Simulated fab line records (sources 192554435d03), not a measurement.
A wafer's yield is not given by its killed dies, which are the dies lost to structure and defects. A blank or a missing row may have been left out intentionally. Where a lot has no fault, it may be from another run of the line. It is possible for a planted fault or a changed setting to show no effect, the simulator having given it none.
fab line records    flow n5Finfet
[record] lots = 10  wafers = 30  lastDay = 17
route steps=1938 shown BEOL_M15@1809 PASSIVATION@1916
lots with no fault: from the same line, run without faults
startH: hours from the record's first day to the start of the lot's first wafer shown    waitH: hours from the lot's prior step to this one    " as in the row above    L1.1+2: one row covering several wafers at once    - either no value or no given start    * or withheld: withheld    < > ~ a bound
route shown NAME@n: NAME is a module with steps in the file, n the number in the route of the first one    usual: average and standard deviation across the fault-free wafers    same: alike in all rows    chamber/n: place in a boat    sites: each site's reading    _std_site: standard deviation across them    _edge_site: mean of outer sites minus mean of inner sites    radiusMm: how far each site lies from the wafer's centre    mask NAME#n: copy n    behind: the last tool/chamber to shape the wafer    hold: why the lot went on hold/how many hours it stayed there/how the hold came to an end    device: which transistor (n, p or np) failed to switch    end of line: at the end of the route, the tests of the same wafers    a step without rows: its recipe alone    killed: dies that structure and defects cost at the first sort, which is not the same as the wafer's yield    map: per-die view of a wafer (x killed, . not killed, _ where there is no die)
set.NAME: the run value of the setting; set.NAME@STEP: its run value at that earlier step    model.NAME: the simulator's own value behind a step, which no gauge read
steps of the route over a sample of lots; a table a step, a row a wafer
services: a tool's chamber out of use, with start hour (startH, from the record's first day; less than 0 if before it), hours out, and reason
[[steps]]
[step N5_BEOL_M15_TRENCH_ETCH_34]
[recipe] chemistry = C4F8/O2/Ar  target = SiO2  targetDepthA = 8729.3  heInnerTorr = 15  heOuterTorr = 30  timeS = 199  ionEnergyEv = 800  pressureMtorr = 20  sourceW = 1905  biasW = 2040  Ar_flow_sccm = 400  C4F8_flow_sccm = 16  O2_flow_sccm = 12
[usual] drypumpMotorCurrentA = 5.6/0.41  heInnerTorr = 15.00/0.032  oesProductAu = 0.78/0.065  rfVppV = 2186/59  showerheadPlenumPTorr = 3.43/0.12  throttleValvePct = 30.82/0.21
lot.wafer  tool        chamber  startH  waitH  drypumpMotorCurrentA  heInnerTorr  oesProductAu  rfHoursCounterH  rfVppV  showerheadPlenumPTorr  throttleValvePct
L159.1     rieDiel-06  2        254.60  0.0    5.4                   15.05        0.81          115              2181    3.59                   30.72
L159.2     "           3        "       "      5.9                   15.03        0.78          164              2125    3.19                   30.68
L159.4     "           2        "       "      5.4                   15.02        0.81          -                2180    3.59                   30.75
L160.1     rieDiel-06  0        265.94  0.0    5.7                   15.05        0.87          42               2248    3.50                   30.76
L160.2     "           1        "       "      4.7                   15.03        0.96          2                2112    3.38                   30.51
L160.5     "           3        "       "      5.9                   15.01        0.77          -                2123    3.18                   30.69
L162.1     rieDiel-05  1        281.21  0.0    5.9                   15.05        0.84          70               2171    3.52                   31.43
L162.2     "           3        "       "      5.2                   15.01        0.80          76               2262    3.48                   30.88
L162.6     "           0        "       "      6.1                   14.96        0.80          -                2237    3.45                   30.69
L166.1     rieDiel-02  0        292.54  0.0    5.1                   15.01        0.71          205              2283    3.43                   31.05
L166.2     "           2        "       "      5.9                   14.98        0.69          236              2138    3.37                   30.98
L166.5     "           3        "       "      5.5                   15.04        0.71          -                2163    3.55                   30.86
L167.2     rieDiel-02  3        304.05  0.0    5.5                   14.97        0.72          186              2162    3.55                   30.85
L167.4     "           1        "       "      6.1                   14.98        0.74          185              2119    3.31                   30.71
L167.5     "           1        "       "      6.0                   14.95        0.74          -                2119    3.31                   30.71
L169.1     rieDiel-05  3        310.18  0.0    5.2                   14.99        0.80          87               2261    3.47                   30.90
L169.4     "           0        "       "      6.1                   15.02        0.80          110              2236    3.45                   30.70
L169.5     "           0        "       "      6.1                   15.00        0.79          -                2236    3.45                   30.70
L174.2     rieDiel-05  2        354.30  0.0    5.1                   15.01        0.79          118              2265    3.57                   30.76
L174.3     "           0        "       "      6.0                   14.92        0.78          122              2234    3.44                   30.70
L174.5     "           0        "       "      6.1                   14.97        0.78          -                2234    3.44                   30.70
L175.2     rieDiel-02  1        354.44  0.0    6.0                   15.00        0.73          200              2119    3.30                   30.71
L175.4     "           1        "       "      6.1                   15.03        0.73          -                2119    3.30                   30.72
L175.5     "           3        "       "      5.5                   14.98        0.70          -                2161    3.54                   30.87
L177.2     rieDiel-05  1        370.66  0.0    5.8                   14.98        0.81          95               2169    3.51                   31.43
L177.4     "           0        "       "      6.0                   15.04        0.78          128              2233    3.44                   30.70
L177.6     "           0        "       "      6.1                   15.02        0.77          -                2233    3.44                   30.72
L180.2     rieDiel-02  0        392.74  0.0    5.0                   15.00        0.70          238              2279    3.41                   31.07
L180.3     "           1        "       "      6.0                   15.05        0.72          213              2119    3.30                   30.74
L180.4     "           2        "       "      5.9                   14.99        0.93          10               2138    3.36                   30.47
[step N5_PASSIVATION_PECVD_35]
[recipe] material = SiNx  targetThkA = 7000  tempC = 400  precursor = SiH4/NH3/N2  pressureTorr = 4.9  rfW = 1406  timeS = 151.3
[usual] heaterPowerW = 349/100  showerheadPlenumPTorr = 8.65/0.074  throttleValvePct = 30.3/1.8
lot.wafer  tool      chamber  startH  waitH  heaterPowerW  showerheadPlenumPTorr  throttleValvePct
L159.1     pecvd-02  2        268.47  0.1    548           8.63                   28.7
L159.2     "         1        "       "      367           8.69                   29.9
L159.4     "         0        "       "      356           8.66                   31.7
L160.1     pecvd-02  2        281.23  0.1    518           8.63                   28.7
L160.2     "         0        "       "      465           8.65                   31.6
L160.5     "         0        "       "      497           8.63                   31.6
L162.1     pecvd-01  1        295.09  0.1    344           8.83                   33.8
L162.2     "         0        "       "      147           8.56                   28.9
L162.6     "         1        "       "      395           8.82                   34.1
L166.1     pecvd-02  0        307.46  0.1    385           8.65                   31.8
L166.2     "         1        "       "      473           8.69                   29.9
L166.5     "         1        "       "      317           8.67                   30.1
L167.2     pecvd-02  0        320.86  0.1    475           8.65                   31.8
L167.4     "         1        "       "      321           8.67                   29.7
L167.5     "         0        "       "      512           8.64                   31.9
L169.1     pecvd-04  0        330.85  0.1    278           8.66                   30.5
L169.4     "         2        "       "      351           8.57                   28.9
L169.5     "         0        "       "      311           8.65                   30.3
L175.2     pecvd-04  2        368.05  0.1    299           8.57                   28.7
L175.4     "         0        "       "      303           8.67                   30.3
L175.5     "         1        "       "      399           8.62                   32.5
L174.2     pecvd-04  2        368.37  0.1    348           8.57                   28.9
L174.3     "         0        "       "      267           8.65                   30.5
L174.5     "         0        "       "      299           8.65                   30.5
L177.2     pecvd-04  2        388.21  0.1    312           8.57                   28.7
L177.4     "         0        "       "      330           8.68                   30.5
L177.6     "         0        "       "      204           8.67                   30.6
L180.2     pecvd-04  2        413.52  0.1    349           8.55                   29.1
L180.3     "         0        "       "      205           8.68                   30.4
L180.4     "         0        "       "      253           8.66                   30.5
[step N5_PASSIVATION_CD_MEAS_44]
[recipe] targetCdNm = 40000  landingEnergyEv = 500  detector = seInlens
[usual] cdNm = 39999/4.7
lot.wafer  tool      chamber  startH  waitH  cdNm
L159.1     cdSem-02  0        268.91  -      40002
L159.2     "         0        "       "      39995
L159.4     "         0        "       "      39997
L160.1     cdSem-02  0        281.78  -      39995
L160.2     "         0        "       "      39993
L160.5     "         0        "       "      39995
L162.1     cdSem-03  0        295.65  -      39993
L162.2     "         0        "       "      39999
L162.6     "         0        "       "      39995
L166.1     cdSem-03  0        307.90  -      40003
L166.2     "         0        "       "      39997
L166.5     "         0        "       "      40007
L167.2     cdSem-01  0        321.41  -      39999
L167.4     "         0        "       "      39992
L167.5     "         0        "       "      39999
L169.1     cdSem-02  0        331.28  -      40004
L169.4     "         0        "       "      39998
L169.5     "         0        "       "      40003
L175.2     cdSem-01  0        368.49  -      40003
L175.4     "         0        "       "      39997
L175.5     "         0        "       "      39995
L174.2     cdSem-02  0        368.80  -      40008
L174.3     "         0        "       "      40002
L174.5     "         0        "       "      39995
L177.2     cdSem-03  0        388.83  -      40005
L177.4     "         0        "       "      40003
L177.6     "         0        "       "      39999
L180.2     cdSem-02  0        413.95  -      40001
L180.3     "         0        "       "      39996
L180.4     "         0        "       "      39991
[step N5_PASSIVATION_ETCH_54]
[recipe] chemistry = CHF3/O2  target = SiO2  targetDepthA = 8800  CHF3_flow_sccm = 50  O2_flow_sccm = 5  Ar_flow_sccm = 200  timeS = 440  maskMaterial = PR  pressureMtorr = 30  sourceW = 650  biasW = 170  ionEnergyEv = 200
[usual] CHF3_flow_sccm = 50.01/0.14  drypumpMotorCurrentA = 5.7/0.47  oesProductAu = 0.81/0.083  rfVppV = 530/14  showerheadPlenumPTorr = 2.47/0.089  throttleValvePct = 18.78/0.21
lot.wafer  tool        chamber  startH  waitH  CHF3_flow_sccm  drypumpMotorCurrentA  oesProductAu  rfHoursCounterH  rfVppV  showerheadPlenumPTorr  throttleValvePct
L159.1     rieDiel-03  2        269.26  0.1    49.97           6.0                   0.74          193              527     2.30                   18.86
L159.2     "           0        "       "      49.80           6.2                   0.69          225              528     2.47                   19.17
L159.4     "           3        "       "      50.11           5.6                   0.66          245              549     2.47                   19.32
L160.1     rieDiel-01  2        282.14  0.1    50.06           5.1                   0.87          56               520     2.54                   18.86
L160.2     "           1        "       "      50.04           5.8                   0.69          243              517     2.28                   18.82
L160.5     "           3        "       "      49.97           5.7                   0.71          -                559     2.47                   18.90
L162.1     rieDiel-03  2        296.04  0.1    49.92           6.0                   0.73          204              526     2.29                   18.86
L162.2     "           0        "       "      50.17           6.2                   0.68          237              527     2.47                   19.18
L162.6     "           2        "       "      49.96           6.0                   0.73          -                526     2.29                   18.85
L166.1     rieDiel-03  1        308.25  0.1    49.86           5.2                   0.81          110              540     2.53                   18.63
L166.2     "           3        "       "      49.89           5.6                   0.96          4                549     2.47                   18.88
L166.5     "           2        "       "      50.00           6.0                   0.71          -                526     2.29                   18.86
L167.2     rieDiel-04  0        321.76  0.1    49.94           5.6                   0.82          68               521     2.56                   18.90
L167.4     "           3        "       "      50.02           5.1                   0.69          229              515     2.29                   18.96
L167.5     "           2        "       "      50.11           5.1                   0.80          -                539     2.54                   18.68
L169.1     rieDiel-01  0        331.63  0.1    49.99           6.5                   0.76          134              525     2.44                   18.77
L169.4     "           2        "       "      50.00           5.1                   0.85          -                522     2.54                   18.90
L169.5     "           0        "       "      50.13           6.5                   0.76          -                525     2.44                   18.77
L175.2     rieDiel-04  1        368.88  0.1    50.06           5.8                   0.84          77               504     2.35                   18.79
L175.4     "           1        "       "      49.88           5.8                   0.83          -                503     2.35                   18.81
L175.5     "           0        "       "      49.86           5.5                   0.81          -                523     2.55                   18.94
L174.2     rieDiel-01  0        369.15  0.1    50.16           6.5                   0.74          150              524     2.44                   18.81
L174.3     "           2        "       "      49.89           5.0                   0.83          89               522     2.53                   18.92
L174.5     "           2        "       "      50.22           5.1                   0.84          -                523     2.53                   18.93
L177.2     rieDiel-01  1        389.21  0.1    49.89           5.8                   0.89          28               525     2.56                   18.40
L177.4     "           3        "       "      49.85           5.7                   0.92          11               559     2.46                   18.48
L177.6     "           2        "       "      50.21           5.1                   0.82          -                523     2.53                   18.92
L180.2     rieDiel-01  0        414.34  0.1    50.25           6.5                   0.74          166              525     2.43                   18.84
L180.3     "           3        "       "      49.99           5.7                   0.91          19               560     2.46                   18.50
L180.4     "           1        "       "      50.13           5.7                   0.88          35               524     2.55                   18.39
[step N5_PASSIVATION_PROBE_49]
[usual] defectLimitedYield = 91.4/1.6  killed_at_M0_to_M3 = 31/11  killed_at_M4_up = 14/5.7  killedAtContacts = 12/6  killedAtFrontEnd = 41/13  killedAtOther = 3.3/2.8  killedDies = 101/19  killedOpen = 67/14  killedShort = 33/8.2  sort_bin_4_leakage = 0.0/0.37  sort_bin_5_function = 5.0/1.1  sort_bin_6_memory = 3.3/0.74  sortNPass = 1078/20  sortYieldPct = 91.3/1.7
[same] grossDies = 1180  killedAtBackSide = 0  sort_bin_8_speed[%] = 0
lot.wafer  tool       chamber  startH  waitH  defectLimitedYield[%]  killed_at_M0_to_M3  killed_at_M4_up  killedAtContacts  killedAtFrontEnd  killedAtOther  killedDies  killedOpen  killedShort  sort_bin_4_leakage[%]  sort_bin_5_function[%]  sort_bin_6_memory[%]  sortNPass  sortYieldPct[%]
L160.1     prober-02  -        284.99  0.0    90.4                   28                  41               14                25                5              113         65          26           4.4                    5.7                     3.4                   1015       86.0
L160.2     prober-02  -        285.04  0.1    92.5                   24                  17               7                 39                2              89          60          26           0                      4.2                     2.8                   1091       92.5
L160.5     prober-02  -        285.19  0.2    92.6                   19                  12               7                 41                8              87          56          26           0                      3.2                     3.2                   1093       92.6
L162.1     prober-01  -        298.85  0.0    91.9                   28                  12               11                45                0              96          65          31           0                      4.7                     3.3                   1084       91.9
L162.2     prober-01  -        298.90  0.1    91.2                   42                  13               6                 43                0              104         70          34           0                      5.1                     3.5                   1076       91.2
L162.6     prober-01  -        299.10  0.3    89.7                   47                  7                14                53                1              122         79          43           0                      5.6                     4.3                   1058       89.7
L169.1     prober-02  -        334.41  0.0    89.1                   64                  7                4                 51                3              129         81          48           0                      6.2                     4.1                   1051       89.1
L169.4     prober-02  -        334.56  0.2    91.9                   35                  15               5                 38                3              96          63          31           0                      5.1                     2.9                   1084       91.9
L169.5     prober-02  -        334.61  0.2    93.1                   30                  12               6                 32                1              81          49          32           0                      3.6                     2.7                   1099       93.1
L175.2     prober-02  -        371.72  0.1    91.8                   37                  14               14                31                1              97          69          26           0                      5.3                     2.5                   1083       91.8
L175.5     prober-02  -        371.87  0.2    91.2                   37                  14               15                37                1              104         80          23           0                      4.2                     4.2                   1076       91.2
L174.2     prober-01  -        371.98  0.1    89.7                   42                  13               6                 57                3              121         76          44           0                      6.2                     3.7                   1059       89.7
L174.3     prober-01  -        372.03  0.1    90.3                   56                  14               8                 37                0              115         88          25           0                      5.1                     4.4                   1065       90.3
L174.5     prober-01  -        372.13  0.2    91.1                   29                  9                9                 56                2              105         79          25           0                      5.2                     3.4                   1075       91.1
// killed by level:class
L160.1 BEOL_M15:unspecified=20 BEOL_M4:geometricParticle:open=15 MOL_CONTACT_COAG:geometricParticle:open=11 BEOL_M2:geometricParticle:open=7 BEOL_M1:geometricParticle:open=6 BEOL_M0_SAQP:geometricParticle:open=5 FIN_SAQP:geometricParticle:short=4 ILD0:geometricParticle:open=4
L160.2 BEOL_M4:geometricParticle:open=11 FIN_SAQP:geometricParticle:open=7 MOL_CONTACT_COAG:geometricParticle:open=7 FIN_SAQP:geometricParticle:short=5 DUMMY_GATE:geometricParticle:open=5 BEOL_M0:geometricParticle:open=5 GATE_CUT:geometricParticle:short=4 BEOL_M3:geometricParticle:open=4
L160.5 FIN_SAQP:geometricParticle:open=7 DUMMY_GATE:geometricParticle:open=6 PAD_METAL:geometricParticle:open=6 STARTING-WAFER:geometricParticle:open=6 BEOL_M0_SAQP:geometricParticle:open=5 BEOL_M0_SAQP:geometricParticle:short=5 BEOL_M2:geometricParticle:open=5 BEOL_M4:geometricParticle:open=5
L162.1 FIN_SAQP:geometricParticle:short=11 MOL_CONTACT_COAG:geometricParticle:open=9 STI_FIN_REVEAL:geometricParticle:open=8 FIN_SAQP:geometricParticle:open=7 BEOL_M0_SAQP:geometricParticle:short=5 BEOL_M1:geometricParticle:open=5 DUMMY_GATE:geometricParticle:open=4 BEOL_M0_SAQP:geometricParticle:open=4
L162.2 BEOL_M3:geometricParticle:open=11 FIN_SAQP:geometricParticle:open=8 BEOL_M2:geometricParticle:open=8 STI_FIN_REVEAL:geometricParticle:open=7 BEOL_M0_SAQP:geometricParticle:open=7 BEOL_M2:geometricParticle:short=7 FIN_SAQP:geometricParticle:short=6 GATE_CUT:geometricParticle:open=5
L162.6 BEOL_M1:geometricParticle:open=15 STI_FIN_REVEAL:geometricParticle:open=14 FIN_SAQP:geometricParticle:short=13 MOL_CONTACT_COAG:geometricParticle:open=10 BEOL_M2:geometricParticle:open=9 FIN_SAQP:geometricParticle:open=5 GATE_CUT:geometricParticle:short=5 BEOL_M0_SAQP:geometricParticle:open=5
L169.1 BEOL_M0_SAQP:geometricParticle:short=23 BEOL_M0_SAQP:geometricParticle:open=19 FIN_SAQP:geometricParticle:open=12 FIN_SAQP:geometricParticle:short=9 GATE_CUT:geometricParticle:open=8 GATE_CUT:geometricParticle:short=7 BEOL_M3:geometricParticle:open=7 STI_FIN_REVEAL:geometricParticle:open=6
L169.4 DUMMY_GATE:geometricParticle:open=8 BEOL_M0_SAQP:geometricParticle:open=8 BEOL_M1:geometricParticle:open=8 STI_FIN_REVEAL:geometricParticle:open=6 BEOL_M4:geometricParticle:open=6 FIN_SAQP:geometricParticle:open=5 ILD0:geometricParticle:short=5 BEOL_M0_SAQP:geometricParticle:short=5
L169.5 BEOL_M0_SAQP:geometricParticle:short=9 BEOL_M1:geometricParticle:open=8 STI_FIN_REVEAL:geometricParticle:open=7 GATE_CUT:geometricParticle:short=6 BEOL_M0_SAQP:geometricParticle:open=6 MOL_CONTACT_COAG:geometricParticle:open=5 FIN_SAQP:geometricParticle:short=3 DUMMY_GATE:geometricParticle:open=3
L175.2 MOL_CONTACT_COAG:geometricParticle:open=13 BEOL_M2:geometricParticle:open=10 STI_FIN_REVEAL:geometricParticle:open=9 BEOL_M0_SAQP:geometricParticle:open=6 BEOL_M4:geometricParticle:open=6 FIN_SAQP:geometricParticle:open=5 GATE_CUT:geometricParticle:short=4 BEOL_M0_SAQP:geometricParticle:short=4
L175.5 STI_FIN_REVEAL:geometricParticle:open=16 MOL_CONTACT_COAG:geometricParticle:open=14 BEOL_M2:geometricParticle:open=11 FIN_SAQP:geometricParticle:open=7 BEOL_M1:geometricParticle:open=7 BEOL_M0_SAQP:geometricParticle:open=4 BEOL_M2:geometricParticle:short=4 BEOL_M3:geometricParticle:short=4
L174.2 FIN_SAQP:geometricParticle:open=15 BEOL_M0_SAQP:geometricParticle:open=12 STI_FIN_REVEAL:geometricParticle:open=9 BEOL_M0_SAQP:geometricParticle:short=9 FIN_SAQP:geometricParticle:short=8 BEOL_M1:geometricParticle:open=8 BEOL_M4:geometricParticle:open=7 STI_FIN_REVEAL:geometricParticle:short=5
L174.3 BEOL_M3:geometricParticle:open=16 BEOL_M1:geometricParticle:open=14 STI_FIN_REVEAL:geometricParticle:open=12 FIN_SAQP:geometricParticle:open=8 BEOL_M0_SAQP:geometricParticle:open=8 BEOL_M4:geometricParticle:open=7 MOL_CONTACT_COAG:geometricParticle:open=6 BEOL_M0_SAQP:geometricParticle:short=6
L174.5 STI_FIN_REVEAL:geometricParticle:open=13 BEOL_M3:geometricParticle:open=11 FIN_SAQP:geometricParticle:open=10 FIN_SAQP:geometricParticle:short=9 BEOL_M2:geometricParticle:open=9 MOL_CONTACT_COAG:geometricParticle:open=7 DUMMY_GATE:geometricParticle:open=6 BEOL_M4:geometricParticle:open=6
[[services]]
tool        chamber  startH  hours  kind
pecvd-02    -        245.19  5.5    pm
rieDiel-06  3        272.94  8.2    repair
pecvd-04    2        287.88  2.1    scheduledDown
rieDiel-05  2        292.50  6.9    repair
pecvd-02    2        292.67  13.2   repair
pecvd-01    0        296.42  5.3    repair
rieDiel-01  2        299.64  2.8    repair
rieDiel-01  1        302.48  -      clean
rieDiel-01  1        302.48  -      consumableReplace:focusRing
rieDiel-01  1        302.48  -      consumableReplace:showerhead
rieDiel-06  3        335.24  4.3    repair
pecvd-04    -        335.80  28.1   pm
pecvd-02    2        344.81  3.0    repair
rieDiel-06  1        347.84  8.6    repair
rieDiel-06  -        358.55  0.9    repair
rieDiel-05  1        359.64  5.6    repair
rieDiel-05  -        365.21  1.2    repair
rieDiel-04  3        366.32  7.2    repair
rieDiel-01  3        380.66  7.1    repair
pecvd-02    -        386.98  4.3    pm
pecvd-01    -        387.21  13.6   repair
rieDiel-06  -        399.62  14.6   pm
rieDiel-05  1        400.40  3.8    repair
rieDiel-01  1        409.40  3.1    repair
[[key]]
[firstSign] step = N5_PASSIVATION_PROBE_49  reading = killed_at_M4_up  direction = up  sigmas = 4.8  usual = 14  struck = 41
effect none on later readings
metAt N5_BEOL_M15_TRENCH_ETCH_34
struckLots L160
struckWafers L160.1
notActingAt N5_PASSIVATION_PECVD_35,N5_PASSIVATION_CD_MEAS_44,N5_PASSIVATION_ETCH_54
[fault] kind = chamberParticleSource  tool = rieDiel-06  chamber = 0  onsetH = 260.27  steps = N5_BEOL_M15_TRENCH_ETCH_34  ratePerVisitCm2 = 0.040865
